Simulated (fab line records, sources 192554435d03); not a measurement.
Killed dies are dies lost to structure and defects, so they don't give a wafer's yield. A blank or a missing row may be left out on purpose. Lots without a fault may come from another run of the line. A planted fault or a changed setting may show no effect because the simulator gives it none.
Which tool did it? | flow n5_finfet | 9 lots, 25 wafers sampled, at 5 steps of a route of 1938

WHAT THE GAUGES READ, wafer by wafer
N5_BEOL_M4_RC_MEAS_101. Usual: DIBL_N 35.8 mV/V, standard deviation 1.8; DIBL_P 35.9 mV/V, standard deviation 2.2; IOFF_N 0.16 nA/um, standard deviation 0.035; IOFF_P 0.21 nA/um, standard deviation 0.04; ION_N 672 uA/um, standard deviation 11; ION_P 461 uA/um, standard deviation 7.4; SS_N 71.4 mV/dec, standard deviation 0.64; SS_P 73.2 mV/dec, standard deviation 0.67; VT_N 250 mV, standard deviation 3.5; VT_P -251 mV, standard deviation 3.4.
lot  | measured     | on        | DIBL_N (mV/V)  | DIBL_P (mV/V)  | IOFF_N (nA/um) | IOFF_P (nA/um) | ION_N (uA/um) | ION_P (uA/um) | SS_N (mV/dec)  | SS_P (mV/dec)  | VT_N (mV)   | VT_P (mV)      | flag
L284 | day 7 19:40  | prober-02 | 35.0 35.8 35.0 | 34.4 36.3 35.2 | 0.15 0.17 0.15 | 0.16 0.19 0.17 | 664 691 671   | 450 467 459   | 71.5 72.1 72.0 | 73.0 73.8 72.7 | 250 248 248 | -254 -252 -252 |
L285 | day 8 15:25  | prober-01 | 34.9 32.9 34.9 | 36.2 34.3 36.9 | 0.17 0.14 0.17 | 0.23 0.20 0.25 | 675 669 677   | 468 463 476   | 71.4 71.4 71.0 | 74.0 72.7 72.8 | 247 250 245 | -246 -250 -246 |
L291 | day 9 17:32  | prober-01 | 39.2 38.9      | 39.2 39.0      | 0.21 0.20      | 0.27 0.25      | 683 676       | 468 470       | 72.0 72.2      | 74.2 73.1      | 251 248     | -248 -250      |
L292 | day 9 22:13  | prober-02 | 38.0 36.0      | 39.9 36.2      | 0.19 0.15      | 0.26 0.19      | 677 667       | 462 458       | 71.8 71.1      | 74.1 73.6      | 249 249     | -249 -251      |
L296 | day 11 11:02 | prober-02 | 39.1 34.3 34.8 | 39.8 33.5 35.5 | 0.23 0.12 0.14 | 0.27 0.17 0.20 | 690 665 667   | 472 457 463   | 72.2 70.7 70.3 | 73.6 73.1 72.8 | 244 254 252 | -248 -252 -248 |
L297 | day 11 16:23 | prober-02 | 35.2 37.3 37.5 | 34.5 37.3 38.5 | 0.14 0.16 0.18 | 0.18 0.22 0.25 | 667 684 682   | 459 467 465   | 70.5 71.4 71.2 | 72.1 72.6 73.1 | 252 250 246 | -250 -250 -249 |
L302 | day 12 16:39 | prober-01 | 37.3 37.0 32.9 | 36.3 35.8 31.6 | 0.18 0.16 0.11 | 0.21 0.20 0.15 | 672 682 661   | 458 464 456   | 72.0 70.6 70.9 | 73.2 73.4 72.5 | 248 249 252 | -251 -251 -256 |
L304 | day 12 18:34 | prober-02 | 35.1 36.7 34.3 | 36.4 38.3 35.3 | 0.15 0.19 0.14 | 0.23 0.26 0.21 | 668 679 669   | 461 472 466   | 71.7 72.2 71.8 | 73.3 72.9 72.9 | 248 246 252 | -248 -245 -248 |
L306 | day 13 21:09 | prober-02 | 35.9 35.5 35.3 | 34.6 34.3 33.3 | 0.14 0.14 0.12 | 0.20 0.20 0.19 | 676 683 669   | 467 466 464   | 70.8 71.0 70.5 | 73.0 72.3 72.7 | 249 249 254 | -252 -251 -252 |

WHICH TOOL RAN EACH LOT (tool, then ch and the chambers of the sampled wafers, then the start)
lot  | N5_HKMG_FIN_STRIP_19                | N5_HKMG_FIN_STRIP_89              | N5_HKMG_FIN_ALD_71                 | N5_HKMG_FIN_ALD_72
L284 | plasma_asher-02 ch 0,1, day 4 04:34 | rie_diel-05 ch 0,1,2, day 4 05:32 | ald_metal-01 ch 1,2,3, day 4 06:13 | cvd_w-02 ch 0,1, day 4 07:40
L285 | plasma_asher-01 ch 0,1, day 4 15:17 | rie_diel-04 ch 0,1,2, day 4 16:02 | ald_metal-01 ch 1,2, day 4 16:43   | cvd_w-02 ch 0,1, day 4 18:24
L291 | plasma_asher-01 ch 0,1, day 6 01:11 | rie_diel-04 ch 0, day 6 01:51     | ald_metal-02 ch 1,2, day 6 02:39   | cvd_w-02 ch 0, day 6 04:00
L292 | plasma_asher-01 ch 0,1, day 6 08:49 | rie_diel-04 ch 1,2, day 6 09:28   | ald_metal-04 ch 2,3, day 6 10:14   | cvd_w-02 ch 0,1, day 6 11:50
L296 | plasma_asher-02 ch 0,1, day 7 05:37 | rie_diel-05 ch 1,2,3, day 7 06:25 | ald_metal-04 ch 0,2,3, day 7 07:05 | cvd_w-01 ch 0,1, day 7 08:35
L297 | plasma_asher-02 ch 0,1, day 7 16:23 | rie_diel-05 ch 0,2, day 7 17:14   | ald_metal-04 ch 0,1,2, day 7 17:54 | cvd_w-01 ch 0,1, day 7 19:32
L302 | plasma_asher-02 ch 0,1, day 8 13:42 | rie_diel-05 ch 0,2,3, day 8 14:29 | ald_metal-04 ch 0,2,3, day 8 15:11 | cvd_w-01 ch 0,1, day 8 16:39
L304 | plasma_asher-02 ch 0,1, day 9 06:37 | rie_diel-04 ch 1,2,3, day 9 07:24 | ald_metal-04 ch 0,1,3, day 9 08:05 | cvd_w-01 ch 0,1, day 9 09:31
L306 | plasma_asher-01 ch 0,1, day 9 18:37 | rie_diel-02 ch 0,1, day 9 19:17   | ald_metal-01 ch 0,1,3, day 9 19:58 | cvd_w-02 ch 0,1, day 9 21:26
- N5_HKMG_FIN_STRIP_19: strips in N2/H2, time 360 s.
- N5_HKMG_FIN_STRIP_89: strips SOC in N2/H2, time 20 s.
- N5_HKMG_FIN_ALD_71: deposits TiN, target thk 1 nm, pulse time 1 s, purge time 3 s.
- N5_HKMG_FIN_ALD_72: deposits W, target thk 2 nm, pulse time 1 s, purge time 2 s.

WHAT THE TOOLS THEMSELVES READ (means of the sampled wafers that have a number; where no wafer has one, the mark that the record gives instead)
N5_HKMG_FIN_STRIP_19. Usual: drypump_motor_current_A 5.8 A, standard deviation 0.36; heater_power_w 482 W, standard deviation 16; temp_c 300.00 C, standard deviation 0.21.
lot  | tool            | drypump_motor_current_A (A) | heater_power_w (W) | temp_c (C) | flag
L284 | plasma_asher-02 | 6.0                         | 485                | 300.09     |
L285 | plasma_asher-01 | 5.7                         | 481                | 299.88     |
L291 | plasma_asher-01 | 5.6                         | 488                | 299.90     |
L292 | plasma_asher-01 | 5.6                         | 479                | 299.92     |
L296 | plasma_asher-02 | 5.9                         | 490                | 300.17     |
L297 | plasma_asher-02 | 6.0                         | 480                | 299.93     |
L302 | plasma_asher-02 | 6.0                         | 477                | 300.12     |
L304 | plasma_asher-02 | 5.9                         | 489                | 300.02     |
L306 | plasma_asher-01 | 5.4                         | 478                | 299.99     |

N5_HKMG_FIN_STRIP_89. Usual: drypump_motor_current_A 5.6 A, standard deviation 0.38; oes_product_au 0.79 a.u., standard deviation 0.09; rf_vpp_V 54.2 V, standard deviation 0.85; showerhead_plenum_p_Torr 3.40 Torr, standard deviation 0.11; temp_c 39.99 C, standard deviation 0.11; throttle_valve_pct 18.9 %, standard deviation 0.37.
lot  | tool        | drypump_motor_current_A (A) | oes_product_au (a.u.) | rf_vpp_V (V) | showerhead_plenum_p_Torr (Torr) | temp_c (C) | throttle_valve_pct (%) | flag
L284 | rie_diel-05 | 5.6                         | 0.79                  | 54.0         | 3.47                            | 40.03      | 18.9                   |
L285 | rie_diel-04 | 5.7                         | 0.75                  | 54.3         | 3.40                            | 40.05      | 19.2                   |
L291 | rie_diel-04 | 5.9                         | 0.77                  | 53.8         | 3.37                            | 39.97      | 18.8                   |
L292 | rie_diel-04 | 5.6                         | 0.74                  | 54.6         | 3.41                            | 40.06      | 19.5                   |
L296 | rie_diel-05 | 5.6                         | 0.70                  | 54.6         | 3.37                            | 39.92      | 18.7                   |
L297 | rie_diel-05 | 5.7                         | 0.77                  | 54.9         | 3.50                            | 40.05      | 18.6                   |
L302 | rie_diel-05 | 5.7                         | 0.75                  | 54.1         | 3.44                            | 39.90      | 18.6                   |
L304 | rie_diel-04 | 5.4                         | 0.85                  | 55.4         | 3.45                            | 39.97      | 19.2                   |
L306 | rie_diel-02 | 5.4                         | 0.82                  | 54.0         | 3.40                            | 40.10      | 18.8                   |

N5_HKMG_FIN_ALD_71. Usual: chamber_pressure_Torr 3.001 Torr, standard deviation 0.007; heater_power_w 876 W, standard deviation 65; precursor_pulse_height_rel 1.001, standard deviation 0.022.
lot  | tool         | chamber_pressure_Torr (Torr) | heater_power_w (W) | precursor_pulse_height_rel | flag
L284 | ald_metal-01 | 3.001                        | 886                | 0.995                      |
L285 | ald_metal-01 | 3.000                        | 937                | 1.011                      |
L291 | ald_metal-02 | 3.004                        | 862                | 1.023                      |
L292 | ald_metal-04 | 3.003                        | 915                | 1.003                      |
L296 | ald_metal-04 | 2.996                        | 905                | 1.009                      |
L297 | ald_metal-04 | 2.995                        | 899                | 0.997                      |
L302 | ald_metal-04 | 2.997                        | 913                | 0.995                      |
L304 | ald_metal-04 | 2.997                        | 841                | 0.991                      |
L306 | ald_metal-01 | 3.005                        | 896                | 0.999                      |

N5_HKMG_FIN_ALD_72. Usual: chamber_pressure_Torr 7.499 Torr, standard deviation 0.014; heater_power_w 477 W, standard deviation 81; precursor_pulse_height_rel 0.999, standard deviation 0.02.
lot  | tool     | chamber_pressure_Torr (Torr) | heater_power_w (W) | precursor_pulse_height_rel | flag
L284 | cvd_w-02 | 7.503                        | 433                | 1.016                      |
L285 | cvd_w-02 | 7.496                        | 432                | 0.999                      |
L291 | cvd_w-02 | 7.486                        | 402                | 1.001                      |
L292 | cvd_w-02 | 7.511                        | 446                | 1.007                      |
L296 | cvd_w-01 | 7.516                        | 536                | 0.986                      |
L297 | cvd_w-01 | 7.488                        | 463                | 0.997                      |
L302 | cvd_w-01 | 7.498                        | 543                | 0.991                      |
L304 | cvd_w-01 | 7.506                        | 475                | 1.020                      |
L306 | cvd_w-02 | 7.503                        | 455                | 0.994                      |

THE ANSWER, worked out from the rows above alone
Rule: a lot is off if the mean of its wafers that have a number lies more than 3 standard deviations from the usual mean. A lot without any number at a reading at which 4 lots or more have one is off too. The other lots that the step has rows for count as sound. The gauges are gone through in route order, then the tools' own readings, and for those a lot's mean is taken as printed above. The first step at which some lot is off is used, and at that step the reading that is off furthest; a lot without a number counts as furthest.
No lot is off at any reading shown: from this, nothing can be told.

WHAT THE SIMULATOR HAD PUT IN
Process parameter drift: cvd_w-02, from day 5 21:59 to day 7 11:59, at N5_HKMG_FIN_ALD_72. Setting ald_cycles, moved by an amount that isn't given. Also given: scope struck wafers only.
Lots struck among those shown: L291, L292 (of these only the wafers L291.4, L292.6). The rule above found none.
